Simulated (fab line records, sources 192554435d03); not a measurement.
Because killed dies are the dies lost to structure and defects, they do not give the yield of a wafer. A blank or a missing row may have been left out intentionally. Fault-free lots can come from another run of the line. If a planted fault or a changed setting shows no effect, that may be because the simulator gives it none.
One fault through the eyes of 2 desks / flow n5_finfet / only its own numbers are on each desk; what lay behind them is given at the end

## TOOL OWNER'S DESK, pecvd-01
The tool's own readings at N5_BEOL_M11_ILD_DEP_00 (deposits SiCOH lowk from DEMS/porogen, target thk 308.51 nm, time 58 s): means of the sampled wafers that have a number, for each lot that ran on this tool. Marked OUT: a lot whose mean sits more than 4 standard deviations from the usual mean, which makes it out of limits; the brackets give that distance.
Columns: A = heater_power_w at N5_BEOL_M11_ILD_DEP_00, usual 269 W; B = showerhead_plenum_p_Torr at N5_BEOL_M11_ILD_DEP_00, usual 5.743 Torr; C = susceptor_temp_C at N5_BEOL_M11_ILD_DEP_00, usual 300.01 C; D = throttle_valve_pct at N5_BEOL_M11_ILD_DEP_00, usual 14.1 %
lot=L990; first seen here=day 11 07:41; A=241; B=5.743; C=300.00; D=14.3
lot=L991; first seen here=day 11 09:16; A=229; B=5.738; C=300.06; D=14.8
lot=L999; first seen here=day 13 19:05; A=241; B=5.728; C=301.03 (+5.1) OUT; D=14.4
lot=L100; first seen here=day 14 15:30; A=229; B=5.743; C=301.97 (+9.8) OUT; D=13.9
lot=L998; first seen here=day 14 18:37; A=237; B=5.734; C=301.09 (+5.4) OUT; D=14.3
This desk's finding: out of limits on L100, L998, L999; first on L999, day 13 19:05 (susceptor_temp_C at N5_BEOL_M11_ILD_DEP_00). L990, L991 stayed within limits.

## FROM THE METROLOGY DESK
What the gauges read for every lot (on any tool): the sampled wafers with a number, averaged. Marked OUT: a lot whose mean sits more than 4 standard deviations from the usual mean, which makes it out of limits; the brackets give that distance.
Columns: A = trench_depth_nm at N5_BEOL_M10_OCD_MEAS_38, usual 148.9 nm
lot=L989; first seen here=day 10 17:27; A=148.8
lot=L990; first seen here=day 11 05:07; A=148.7
lot=L991; first seen here=day 11 05:34; A=148.0
lot=L996; first seen here=day 13 12:07; A=149.9
lot=L999; first seen here=day 13 16:21; A=147.1
lot=L100; first seen here=day 14 11:59; A=148.9
lot=L998; first seen here=day 14 12:55; A=150.8
lot=L103; first seen here=day 14 16:53; A=149.1
lot=L104; first seen here=day 14 20:26; A=149.8
lot=L106; first seen here=day 15 22:03; A=146.4
lot=L107; first seen here=day 16 02:56; A=148.3
lot=L112; first seen here=day 17 12:25; A=149.6
This desk found nothing out of limits on any of the 12 lots.

## TAKEN TOGETHER
An alarm could have come from the tool owner's desk at day 13 19:05, on L100, L998, L999.
Metrology desk: nothing out of limits seen.
The metrology desk has L100, L998, L999 on record, within its limits.
Every lot named ran N5_BEOL_M11_ILD_DEP_00 on pecvd-01.

## WHAT HAD BEEN PUT IN BY THE SIMULATOR
pecvd-01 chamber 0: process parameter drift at N5_BEOL_M11_ILD_DEP_00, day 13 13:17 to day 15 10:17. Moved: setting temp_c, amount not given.
Lots struck among those shown: L100, L998, L999.
Hours from the fault's start to each desk's first reading out of limits: the tool owner's desk, 6.
